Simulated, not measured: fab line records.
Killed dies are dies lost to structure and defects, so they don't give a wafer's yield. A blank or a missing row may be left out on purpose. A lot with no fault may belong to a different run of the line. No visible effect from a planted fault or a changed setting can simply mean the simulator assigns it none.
Matching of chambers	flow n5 finfet	N5_BEOL_M10_STRIP_19 on rie diel-03: 4 sister chambers
The step strips in O2. 4 wafers are shown with their chamber, then 7 later ones without.

== WAFERS, EACH WITH ITS CHAMBER ==
wafer	chamber	showerhead plenum p Torr (Torr)
L079.1	2	2.05
L082.4	3	2.08
L085.3	0	2.20
L085.4	1	2.14

== WAFERS WITH NO CHAMBER GIVEN ==
wafer	showerhead plenum p Torr (Torr)
L085.5	2.20
L089.1	2.13
L089.2	2.20
L089.4	2.20
L097.2	2.13
L097.3	2.04
L097.4	2.07

== THE CHAMBER EACH PASSED THROUGH ==
wafer	from the rows above	in truth
L085.5	0	0
L089.1	1	1
L089.2	0	0
L089.4	0	0
L097.2	1	1
L097.3	2	2
L097.4	can't be placed: 3 or 2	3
Correctly placed: 6 of 7. Not placeable from these rows: 1 (in 1, the candidates include the true chamber). Placed wrongly: 0.
How it was worked out, from the rows above alone: a wafer's distance from a chamber is the root of the sum, over the readings, of the square of ((its reading less the chamber's mean) divided by the reading's scatter). If the next closest chamber is less than 2 further off than the closest, the wafer can't be placed; otherwise it belongs to the closest. The mean given for a chamber averages the wafers shown for that chamber. The scatter (one wafer shown for each chamber): square how far every hidden wafer sits from the nearest shown wafer, average those squares and take the square root.
